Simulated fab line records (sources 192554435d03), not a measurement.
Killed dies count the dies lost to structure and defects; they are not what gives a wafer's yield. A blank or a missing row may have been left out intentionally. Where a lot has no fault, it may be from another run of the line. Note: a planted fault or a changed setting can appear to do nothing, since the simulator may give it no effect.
fab line records	flow n5_finfet
[record] lots = 6	wafers = 18	last_day = 17
route steps=1938 shown BEOL_M4@1096 PASSIVATION@1936
lots that met no fault: from a run of the same line without faults
start_h: start of the lot's first displayed wafer, in hours after the record's first day	wait_h: time in hours since the lot's previous step	" identical to the entry in the row above	L1.1+2: one row covering several wafers at once	- no value present, or no start provided	* or withheld: withheld	< > ~ a bound
route shown NAME@n: names a module that has steps shown in the file, with the first one's number in the route	usual: average and standard deviation across the fault-free wafers	same: alike in all rows	chamber/n: place in a boat	sites: the reading at each site	_std_site: standard deviation across them	_edge_site: outer sites' mean less inner sites'	radius_mm: how far each site lies from the wafer's centre	mask NAME#n: copy n	behind: the tool/chamber that last shaped the wafer	hold: cause of the lot's hold/its duration in hours/its outcome	device: transistor that didn't switch, given as n, p or np	end of line: the tests these same wafers got at the end of their route	a step with no rows: only its recipe	killed: count of dies lost to structure and defects at first sort (not the wafer's yield)	map: per-die view of a wafer (x killed, . not killed, _ where there is no die)
set.NAME: the setting the step ran with; set.NAME@STEP: the setting that earlier step ran with	model.NAME: the simulator's own value behind a step, which no gauge read
certain route steps with their lots: each step a table, each wafer a row
services: when a tool's chamber went out of use (start_h, in hours from the record's first day, below 0 if earlier), for how many hours, and the reason
[[steps]]
[step N5_BEOL_M4_SPUTTER_92]
[recipe] material = Cu	target_thk_a = 45	temp_c = -20	chamber_pressure_pa = 0.07	power_w = withheld	time_s = 8.29
[usual] susceptor_temp_C = -19.98/0.11	throttle_valve_pct = 29.9/0.96
lot.wafer	tool	chamber	start_h	wait_h	susceptor_temp_C	throttle_valve_pct
L502.2	pvd_sputter-02	-	218.71	0.1	-20.20	30.4
L502.3	"	-	"	"	-20.12	29.9
L502.5	"	-	"	"	-20.16	30.0
L507.2	pvd_sputter-02	-	245.84	0.1	-19.99	28.4
L507.3	"	-	"	"	-20.08	30.6
L507.5	"	-	"	"	-20.12	27.7
L511.1	pvd_sputter-01	-	269.27	0.1	-20.01	29.9
L511.2	"	-	"	"	-20.07	31.5
L511.6	"	-	"	"	-19.91	29.2
L513.2	pvd_sputter-02	-	285.82	0.1	-20.19	28.6
L513.5	"	-	"	"	-20.06	28.1
L513.6	"	-	"	"	-19.71	30.4
L516.2	pvd_sputter-01	-	292.65	0.1	-20.03	30.4
L516.3	"	-	"	"	-19.85	29.5
L516.5	"	-	"	"	-19.97	31.1
L517.1	pvd_sputter-01	-	298.25	0.1	-20.08	31.3
L517.2	"	-	"	"	-19.81	30.2
L517.3	"	-	"	"	-19.87	29.5
[step N5_BEOL_M4_ANNEAL_93]
[recipe] temp_c = 400	time_s = 240	ambient = vacuum
[step N5_BEOL_M4_SPUTTER_94]
[recipe] material = Cu	target_thk_a = 45	temp_c = -20	chamber_pressure_pa = 0.07	power_w = withheld	time_s = 8.29
[step N5_BEOL_M4_ANNEAL_95]
[recipe] temp_c = 400	time_s = 240	ambient = vacuum
[usual] heater_power_w = 797/74	susceptor_temp_C = 400.00/0.22
lot.wafer	tool	chamber	start_h	wait_h	heater_power_w	susceptor_temp_C
L502.2	pvd_sputter-02	-	219.01	0.0	734	399.89
L502.3	"	-	"	"	763	400.15
L502.5	"	-	"	"	776	399.86
L507.2	pvd_sputter-02	-	246.14	0.0	708	400.02
L507.3	"	-	"	"	701	400.45
L507.5	"	-	"	"	821	400.48
L511.1	pvd_sputter-01	-	269.57	0.0	695	400.07
L511.2	"	-	"	"	768	399.57
L511.6	"	-	"	"	891	400.12
L513.2	pvd_sputter-02	-	286.12	0.0	681	400.20
L513.5	"	-	"	"	829	399.99
L513.6	"	-	"	"	711	399.88
L516.2	pvd_sputter-01	-	292.95	0.0	928	399.67
L516.3	"	-	"	"	860	400.28
L516.5	"	-	"	"	800	399.62
L517.1	pvd_sputter-01	-	298.55	0.0	786	399.93
L517.2	"	-	"	"	875	400.25
L517.3	"	-	"	"	892	399.84
[step N5_BEOL_M4_SPUTTER_96]
[recipe] material = Cu	target_thk_a = 45	temp_c = -20	chamber_pressure_pa = 0.07	power_w = withheld	time_s = 8.29
[step N5_BEOL_M4_ECD_50]
[recipe] material = Cu	target_thk_a = 3000
[step N5_BEOL_M4_ANNEAL_51]
[recipe] temp_c = 225	time_s = 90	ambient = N2
[step N5_BEOL_M4_CMP_52]
[recipe] stop_on = SiOC	t_overpolish_s = 6.8	down_force_psi = 1	platen_rpm = 50	clearing_platen_down_force_psi = 1.5	clearing_platen_rpm = 50	post_cmp_clean = cu_alkaline	target_thk_nm = 40	clearing_platen_pad_velocity_m_s = 0.99484	pad_velocity_m_s = 0.99484
[usual] barrier_field_endpoint_s = 24.4/0.6	motor_current_A = 5.9/0.6	overpolish_run_s = 6.800/0.0083	time_to_endpoint_s = 61.0/2.9
lot.wafer	tool	chamber	start_h	wait_h	barrier_field_endpoint_s	motor_current_A	overpolish_run_s	time_to_endpoint_s
L502.3	cmp-01	0	219.68	0.2	24.1	6.5	6.812	61.1
L502.2	"	1	"	"	24.8	5.5	6.822	61.8
L502.5	"	0	"	"	24.5	6.1	6.815	59.9
L507.2	cmp-03	1	246.90	0.3	24.3	6.1	6.797	58.7
L507.3	"	3	"	"	24.5	6.3	6.807	65.6
L507.5	"	1	"	"	23.6	6.2	6.802	55.7
L511.2	cmp-03	3	270.60	0.3	25.5	6.6	6.792	60.2
L511.1	"	0	"	"	24.8	5.2	6.809	59.4
L511.6	"	1	"	"	24.5	6.2	6.799	60.4
L513.2	cmp-04	3	286.76	0.2	24.3	6.7	6.788	56.5
L513.5	"	3	"	"	24.3	6.5	6.805	54.4
L513.6	"	0	"	"	25.3	4.9	6.795	62.9
L516.2	cmp-04	2	293.63	0.3	24.4	6.1	6.808	57.4
L516.3	"	0	"	"	24.5	5.1	6.800	63.8
L516.5	"	1	"	"	25.3	6.1	6.800	65.0
L517.2	cmp-01	3	299.18	0.2	24.3	5.8	6.804	59.6
L517.3	"	1	"	"	24.6	5.2	6.791	62.1
L517.1	"	2	"	"	25.0	6.1	6.788	61.0
[step N5_BEOL_M4_THK_MEAS_53]
[recipe] thk_meas_gauge = xrf	reads = Cu_of_BEOL_M4_ECD_50
[usual] M4_THK = 39.9/2
lot.wafer	tool	chamber	start_h	wait_h	M4_THK[nm]
L502.2	film_metro-02	-	219.94	-	41.4
L502.3	"	-	"	"	42.4
L502.5	"	-	"	"	41.2
L507.2	film_metro-01	-	247.19	-	40.1
L507.3	"	-	"	"	40.8
L507.5	"	-	"	"	41.3
L511.1	film_metro-01	-	270.82	-	37.6
L511.2	"	-	"	"	40.2
L511.6	"	-	"	"	37.4
L513.2	film_metro-02	-	287.05	-	37.6
L513.5	"	-	"	"	40.2
L513.6	"	-	"	"	40.3
L516.2	film_metro-01	-	293.89	-	38.3
L516.3	"	-	"	"	40.6
L516.5	"	-	"	"	39.8
L517.1	film_metro-01	-	299.47	-	43.2
L517.2	"	-	"	"	37.7
L517.3	"	-	"	"	41.5
[step N5_BEOL_M4_PRE_CLEAN_60]
[recipe] gas = NH3/H2	time_s = 15	temp_c = *	rf_power_w = 300
[usual] heater_power_w = 80/18	susceptor_temp_C = *
lot.wafer	tool	chamber	start_h	wait_h	heater_power_w	susceptor_temp_C
L502.2	cvd_co-01	0	219.98	0.0	93	*
L502.3	"	2	"	"	105	*
L502.5	"	1	"	"	68	*
L507.2	cvd_co-02	1	247.23	0.0	96	*
L507.3	"	0	"	"	74	*
L507.5	"	0	"	"	77	*
L511.1	cvd_co-02	1	270.86	0.0	98	*
L511.2	"	0	"	"	76	*
L511.6	"	2	"	"	56	*
L513.2	cvd_co-02	1	287.09	0.0	98	*
L513.5	"	0	"	"	75	*
L513.6	"	1	"	"	100	*
L516.2	cvd_co-02	1	293.96	0.1	100	*
L516.3	"	0	"	"	75	*
L516.5	"	0	"	"	76	*
L517.1	cvd_co-02	1	299.59	0.1	100	*
L517.2	"	2	"	"	56	*
L517.3	"	0	"	"	76	*
[step N5_BEOL_M4_CO_CAP_55]
[recipe] material = Co	target_thk_a = 20	temp_c = 200	precursor = CCTBA/H2	pressure_torr = 30	time_s = 102.1
[usual] heater_power_w = 230/23	susceptor_temp_C = 200.01/0.15
lot.wafer	tool	chamber	start_h	wait_h	heater_power_w	susceptor_temp_C
L502.2	cvd_co-01	0	220.02	0.0	244	200.31
L502.3	"	2	"	"	263	200.40
L502.5	"	1	"	"	214	200.19
L507.2	cvd_co-02	1	247.27	0.0	250	200.08
L507.3	"	0	"	"	227	199.57
L507.5	"	0	"	"	225	199.73
L511.1	cvd_co-02	1	270.90	0.0	250	200.20
L511.2	"	0	"	"	224	199.84
L511.6	"	2	"	"	196	199.83
L513.2	cvd_co-02	1	287.13	0.0	247	199.86
L513.5	"	0	"	"	221	200.00
L513.6	"	1	"	"	253	200.01
L516.2	cvd_co-02	1	294.00	0.0	249	200.07
L516.3	"	0	"	"	229	200.16
L516.5	"	0	"	"	225	200.10
L517.1	cvd_co-02	1	299.63	0.0	249	199.86
L517.2	"	2	"	"	203	200.14
L517.3	"	0	"	"	229	200.22
[step N5_BEOL_M4_PRE_CLEAN_56]
[recipe] gas = NH3	time_s = 15	temp_c = withheld	rf_power_w = 300
[step N5_BEOL_M4_DEP_57]
[recipe] material = SiCN	target_thk_a = 80	temp_c = withheld	precursor = 3MS/NH3	pressure_torr = 3	rf_w = 202	time_s = 14
[usual] showerhead_plenum_p_Torr = 3.661/0.019	throttle_valve_pct = 8.92/0.29
lot.wafer	tool	chamber	start_h	wait_h	showerhead_plenum_p_Torr	throttle_valve_pct	model.SiCN_of_BEOL_M4_DEP_57.thk_nm
L502.2	pecvd-02	0	220.13	0.0	3.698	8.96	8
L502.3	"	2	"	"	3.634	9.04	7.8
L502.5	"	0	"	"	3.685	8.78	8
L507.2	pecvd-04	1	247.38	0.0	3.674	8.79	7.8
L507.3	"	0	"	"	3.653	9.13	7.8
L507.5	"	2	"	"	3.670	8.48	8
L511.1	pecvd-02	2	271.01	0.0	3.631	9.48	7.4
L511.2	"	1	"	"	3.627	9.08	7.4
L511.6	"	1	"	"	3.633	8.93	8
L513.2	pecvd-02	0	287.24	0.0	3.680	8.89	7.4
L513.5	"	0	"	"	3.687	8.80	8
L513.6	"	2	"	"	3.642	9.20	8
L516.2	pecvd-04	1	294.12	0.0	3.666	8.66	7.6
L516.3	"	0	"	"	3.658	9.71	8
L516.5	"	0	"	"	3.660	9.51	8.4
L517.1	pecvd-03	0	299.75	0.0	3.678	8.93	8
L517.2	"	2	"	"	3.660	8.63	8
L517.3	"	1	"	"	3.661	8.96	8.2
[step N5_BEOL_M4_RS_MEAS_58]
[recipe] thk_meas_gauge = four-point-probe	reads = Co_of_BEOL_M4_CO_CAP_55+Cu_of_BEOL_M4_ECD_50+Co_of_BEOL_M4_CVD_47+TaN_of_BEOL_M4_ALD_84
[usual] M4_RS = 0.68/0.042
lot.wafer	tool	chamber	start_h	wait_h	M4_RS[ohm/sq]
L502.2	film_metro-01	-	220.20	0.1	0.65
L502.3	"	-	"	"	0.63
L502.5	"	-	"	"	0.65
L507.2	film_metro-01	-	247.45	0.1	0.68
L507.3	"	-	"	"	0.66
L507.5	"	-	"	"	0.65
L511.1	film_metro-02	-	271.08	0.0	0.72
L511.2	"	-	"	"	0.66
L511.6	"	-	"	"	0.73
L513.2	film_metro-01	-	287.31	0.1	0.73
L513.5	"	-	"	"	0.67
L513.6	"	-	"	"	0.67
L516.2	film_metro-01	-	294.19	0.1	0.71
L516.3	"	-	"	"	0.66
L516.5	"	-	"	"	0.68
L517.1	film_metro-02	-	299.83	0.1	0.61
L517.2	"	-	"	"	0.73
L517.3	"	-	"	"	0.64
[step N5_BEOL_M4_RC_MEAS_101]
[usual] DIBL_N = 36.6/1.8	DIBL_P = 37.1/2.1	IOFF_N = 0.17/0.033	IOFF_P = 0.23/0.039	ION_N = 681/13	ION_P = 467/8.7	SS_N = 71.6/0.59	SS_P = 73.4/0.63	VT_N = 249/3.4	VT_P = -249/3.7
lot.wafer	tool	chamber	start_h	wait_h	DIBL_N[mV/V]	DIBL_P[mV/V]	IOFF_N[nA/um]	IOFF_P[nA/um]	ION_N[uA/um]	ION_P[uA/um]	SS_N[mV/dec]	SS_P[mV/dec]	VT_N[mV]	VT_P[mV]
L502.2	prober-01	0	220.41	0.2	37.5	38.1	0.18	0.23	674	459	72.4	73.6	248	-250
L502.3	"	0	"	"	36.1	35.2	0.15	0.20	689	472	71.3	72.5	248	-250
L502.5	"	0	"	"	38.5	39.5	0.19	0.26	673	462	71.9	73.5	250	-247
L507.2	prober-02	0	247.66	0.2	35.6	36.1	0.15	0.22	679	464	70.6	73.5	253	-247
L507.3	"	0	"	"	37.3	37.3	0.17	0.23	673	459	71.2	74.4	250	-250
L507.5	"	0	"	"	38.0	38.5	0.18	0.26	688	469	71.5	74.6	248	-249
L511.1	prober-01	0	271.13	0.0	35.6	34.9	0.14	0.19	664	456	71.7	73.5	252	-254
L511.2	"	0	"	"	33.6	32.5	0.12	0.16	669	464	70.9	72.8	254	-253
L511.6	"	0	"	"	34.0	32.4	0.12	0.16	678	464	71.2	72.2	255	-257
L513.2	prober-02	0	287.52	0.2	36.6	38.3	0.17	0.26	685	473	72.0	73.8	245	-247
L513.5	"	0	"	"	39.2	41.8	0.25	0.34	701	482	72.3	74.6	244	-244
L513.6	"	0	"	"	36.5	37.5	0.17	0.24	691	474	71.5	73.7	246	-246
L516.2	prober-02	0	294.39	0.2	34.4	36.0	0.16	0.26	693	482	70.8	73.6	247	-243
L516.3	"	0	"	"	34.7	35.6	0.16	0.24	677	473	70.9	72.2	248	-245
L516.5	"	0	"	"	33.3	34.8	0.14	0.23	684	478	71.4	72.4	249	-243
L517.1	prober-01	0	299.88	0.0	36.6	35.5	0.17	0.22	682	470	71.4	74.1	249	-248
L517.2	"	0	"	"	37.6	37.3	0.19	0.25	701	475	71.9	74.0	245	-249
L517.3	"	0	"	"	34.7	33.3	0.13	0.18	672	464	70.5	73.4	251	-252
[step N5_PASSIVATION_PROBE_49]
[usual] defect_limited_yield = 91.1/1.4	killed_at_M0_to_M3 = 32/9.4	killed_at_M4_up = 14/5.1	killed_at_contacts = 11/5.5	killed_at_front_end = 44/13	killed_at_other = 4/3.2	killed_dies = 104/16	killed_open = 70/12	killed_short = 33/7.8	sort_bin_5_function = 5.1/0.91	sort_bin_6_memory = 3.4/0.63	sort_bin_8_speed = 0.00/0.014	sort_n_pass = 1075/16
[same] gross_dies = 1180	killed_at_back_side = 0	sort_bin_4_leakage[%] = 0
lot.wafer	tool	chamber	start_h	wait_h	defect_limited_yield[%]	killed_at_M0_to_M3	killed_at_M4_up	killed_at_contacts	killed_at_front_end	killed_at_other	killed_dies	killed_open	killed_short	sort_bin_5_function[%]	sort_bin_6_memory[%]	sort_bin_8_speed[%]	sort_n_pass
L502.2	prober-01	-	326.80	0.1	92.6	21	15	22	23	6	87	61	26	4.8	2.5	0	1093
L502.3	prober-01	-	326.85	0.1	92.8	38	10	8	26	3	85	52	31	3.6	3.3	0	1095
L502.5	prober-01	-	326.95	0.2	91.6	31	9	10	45	4	99	72	27	4.8	3.4	0	1081
L507.2	prober-02	-	351.23	0.1	90.6	24	21	17	43	6	111	84	25	5.7	3.5	0	1069
L507.3	prober-02	-	351.28	0.1	91.0	25	9	21	49	2	106	76	28	5.1	3.7	0	1074
L507.5	prober-02	-	351.38	0.2	90.2	41	13	13	47	2	116	72	41	6.3	3.1	0	1064
L511.1	prober-01	-	373.59	0.0	91.1	45	8	7	40	5	105	69	36	5.6	3.2	0	1075
L511.2	prober-01	-	373.64	0.1	91.0	43	19	18	25	1	106	77	29	4.7	4.0	0	1074
L511.6	prober-01	-	373.84	0.3	91.4	47	15	6	33	0	101	76	25	5.0	3.3	0	1079
L513.2	prober-01	-	396.35	0.1	90.3	37	16	9	43	9	114	82	31	5.9	3.3	0	1066
L513.5	prober-01	-	396.50	0.2	88.0	24	22	23	65	8	142	99	40	6.5	5.1	0	1038
L513.6	prober-01	-	396.55	0.3	88.5	43	6	17	60	10	136	81	48	6.1	4.2	0	1044
L517.1	prober-02	-	401.10	0.0	91.4	42	13	3	36	7	101	78	23	5.4	2.8	0	1079
L517.2	prober-02	-	401.15	0.1	92.5	28	18	9	32	2	89	56	29	4.9	2.5	0	1091
L517.3	prober-02	-	401.20	0.1	92.7	23	14	4	41	4	86	57	27	4.4	2.4	0	1094
L516.2	prober-02	-	401.69	0.1	89.6	36	13	13	51	10	123	72	43	5.9	4.1	0.17	1057
L516.3	prober-02	-	401.74	0.1	91.1	25	8	4	67	1	105	59	37	4.9	3.2	0	1075
L516.5	prober-02	-	401.84	0.2	91.0	36	13	18	34	5	106	68	38	4.6	3.9	0	1074
// killed by level:class
L502.2 MOL_CONTACT_COAG:geometric_particle:open=18 FIN_SAQP:geometric_particle:open=6 GATE_CUT:geometric_particle:short=5 MOL_CONTACT_COAG:geometric_particle:short=4 BEOL_M0_SAQP:geometric_particle:open=4 BEOL_M0_SAQP:geometric_particle:short=4 BEOL_M7:geometric_particle:open=4 DUMMY_GATE:geometric_particle:open=3
L502.3 BEOL_M0_SAQP:geometric_particle:short=12 BEOL_M0_SAQP:geometric_particle:open=8 FIN_SAQP:geometric_particle:open=7 MOL_CONTACT_COAG:geometric_particle:open=7 STI_FIN_REVEAL:geometric_particle:open=6 BEOL_M3:geometric_particle:open=6 BEOL_M1:geometric_particle:open=4 FIN_SAQP:geometric_particle:short=3
L502.5 FIN_SAQP:geometric_particle:open=16 BEOL_M0_SAQP:geometric_particle:open=10 FIN_SAQP:geometric_particle:short=8 MOL_CONTACT_COAG:geometric_particle:open=7 BEOL_M1:geometric_particle:open=6 GATE_CUT:geometric_particle:short=5 BEOL_M2:geometric_particle:open=5 BEOL_M4:geometric_particle:open=5
L507.2 MOL_CONTACT_COAG:geometric_particle:open=14 FIN_SAQP:geometric_particle:open=13 STI_FIN_REVEAL:geometric_particle:open=7 BEOL_M2:geometric_particle:open=7 BEOL_M5:geometric_particle:open=7 FIN_SAQP:geometric_particle:short=6 GATE_CUT:geometric_particle:open=5 DUMMY_GATE:geometric_particle:open=5
L507.3 MOL_CONTACT_COAG:geometric_particle:open=15 STI_FIN_REVEAL:geometric_particle:open=13 FIN_SAQP:geometric_particle:open=7 BEOL_M1:geometric_particle:open=7 MOL_CONTACT_COAG:geometric_particle:short=6 BEOL_M2:geometric_particle:open=6 FIN_SAQP:geometric_particle:short=5 STARTING-WAFER:geometric_particle:open=5
L507.5 STI_FIN_REVEAL:geometric_particle:open=15 MOL_CONTACT_COAG:geometric_particle:open=10 FIN_SAQP:geometric_particle:short=9 BEOL_M0_SAQP:geometric_particle:short=9 GATE_CUT:geometric_particle:short=8 BEOL_M0_SAQP:geometric_particle:open=8 BEOL_M3:geometric_particle:open=8 BEOL_M4:geometric_particle:open=6
L511.1 BEOL_M0_SAQP:geometric_particle:open=10 BEOL_M0_SAQP:geometric_particle:short=10 BEOL_M1:geometric_particle:open=9 FIN_SAQP:geometric_particle:short=8 DUMMY_GATE:geometric_particle:open=8 FIN_SAQP:geometric_particle:open=6 STI_FIN_REVEAL:geometric_particle:open=6 MOL_CONTACT_COAG:geometric_particle:open=6
L511.2 BEOL_M1:geometric_particle:open=19 MOL_CONTACT_COAG:geometric_particle:open=13 BEOL_M4:geometric_particle:open=8 BEOL_M0_SAQP:geometric_particle:short=7 FIN_SAQP:geometric_particle:open=6 DUMMY_GATE:geometric_particle:open=6 MOL_CONTACT_COAG:geometric_particle:short=5 BEOL_M8:geometric_particle:open=5
L511.6 BEOL_M0_SAQP:geometric_particle:open=15 BEOL_M0_SAQP:geometric_particle:short=10 STI_FIN_REVEAL:geometric_particle:open=9 DUMMY_GATE:geometric_particle:open=8 BEOL_M1:geometric_particle:open=8 BEOL_M4:geometric_particle:open=7 BEOL_M2:geometric_particle:open=7 FIN_SAQP:geometric_particle:open=5
L513.2 FIN_SAQP:geometric_particle:open=18 FIN_SAQP:geometric_particle:short=9 BEOL_M0_SAQP:geometric_particle:open=8 BEOL_M1:geometric_particle:open=8 BEOL_M4:geometric_particle:open=7 MOL_CONTACT_COAG:geometric_particle:open=7 STI_FIN_REVEAL:geometric_particle:open=6 BEOL_M2:geometric_particle:open=6
L513.5 MOL_CONTACT_COAG:geometric_particle:open=22 STI_FIN_REVEAL:geometric_particle:open=16 FIN_SAQP:geometric_particle:open=15 FIN_SAQP:geometric_particle:short=10 BEOL_M4:geometric_particle:open=9 BEOL_M2:geometric_particle:open=8 GATE_CUT:geometric_particle:short=7 BEOL_M0_SAQP:geometric_particle:short=5
L513.6 FIN_SAQP:geometric_particle:open=14 FIN_SAQP:geometric_particle:short=13 MOL_CONTACT_COAG:geometric_particle:open=11 STI_FIN_REVEAL:geometric_particle:open=9 BEOL_M2:geometric_particle:open=9 BEOL_M1:geometric_particle:open=8 BEOL_M0_SAQP:geometric_particle:open=7 HKMG_FIN:area_etch=7
L517.1 FIN_SAQP:geometric_particle:open=15 BEOL_M2:geometric_particle:open=13 BEOL_M3:geometric_particle:open=10 GATE_CUT:geometric_particle:short=6 BEOL_M0_SAQP:geometric_particle:open=6 STI_FIN_REVEAL:geometric_particle:open=4 BEOL_M0_SAQP:geometric_particle:short=4 BEOL_M4:geometric_particle:open=4
L517.2 MOL_CONTACT_COAG:geometric_particle:open=9 STI_FIN_REVEAL:geometric_particle:open=8 GATE_CUT:geometric_particle:short=8 BEOL_M0_SAQP:geometric_particle:short=6 BEOL_M3:geometric_particle:open=6 BEOL_M5:geometric_particle:open=5 BEOL_M0_SAQP:geometric_particle:open=4 BEOL_M0:geometric_particle:open=4
L517.3 STI_FIN_REVEAL:geometric_particle:open=14 BEOL_M2:geometric_particle:open=8 GATE_CUT:geometric_particle:short=6 BEOL_M4:geometric_particle:open=5 BEOL_M4:geometric_particle:short=5 FIN_SAQP:geometric_particle:open=4 STARTING-WAFER:geometric_particle:short=4 GATE_CUT:geometric_particle:open=3
L516.2 FIN_SAQP:geometric_particle:open=16 FIN_SAQP:geometric_particle:short=13 MOL_CONTACT_COAG:geometric_particle:open=11 BEOL_M3:geometric_particle:open=11 BEOL_M0_SAQP:geometric_particle:short=7 BEOL_M0_SAQP:geometric_particle:open=7 STI_FIN_REVEAL:geometric_particle:open=6 BEOL_M1:geometric_particle:open=5
L516.3 FIN_SAQP:geometric_particle:open=15 FIN_SAQP:geometric_particle:short=13 STI_FIN_REVEAL:geometric_particle:open=9 GATE_CUT:geometric_particle:short=9 BEOL_M3:geometric_particle:open=8 HKMG_FIN:area_etch=6 BEOL_M1:geometric_particle:open=5 GATE_CUT:geometric_particle:open=4
L516.5 MOL_CONTACT_COAG:geometric_particle:open=16 FIN_SAQP:geometric_particle:short=8 BEOL_M0_SAQP:geometric_particle:open=8 BEOL_M1:geometric_particle:open=8 BEOL_M0_SAQP:geometric_particle:short=7 BEOL_M3:geometric_particle:open=7 FIN_SAQP:geometric_particle:open=5 STI_FIN_REVEAL:geometric_particle:open=4
[[services]]
tool	chamber	start_h	hours	kind
pecvd-04	-	198.97	5.5	pm
cmp-01	-	215.29	4.0	pm
cmp-01	-	219.29	-	consumable_replace:conditioner
cmp-01	-	219.29	-	consumable_replace:pad
pecvd-03	1	222.66	16.7	repair
cvd_co-02	-	231.40	1.2	repair
cmp-01	-	239.60	2.1	repair
cmp-01	-	246.61	1.4	repair
cmp-03	-	253.60	5.8	pm
cmp-01	-	266.43	3.2	repair
cmp-04	-	280.34	6.0	pm
cmp-01	-	286.40	0.7	repair
pecvd-04	1	299.41	5.5	scheduled_down
[[key]]
first_sign none at tools or gauges
[model_effect] step = N5_BEOL_M4_DEP_57	value = SiCN_of_BEOL_M4_DEP_57.thk_nm	without = 7.867	struck = 7.4
met_at N5_BEOL_M4_DEP_57
struck_wafers L511.1,L511.2,L513.2
onset_between 220.13 271.01
[fault] kind = process_parameter_drift	tool = pecvd-02	chamber = -	onset_h = 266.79	steps = N5_BEOL_M4_DEP_57	channel = time_s	offset = *	shape = step	end_h = 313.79	scope = struck_wafers_only	acts_in = *	stated = *
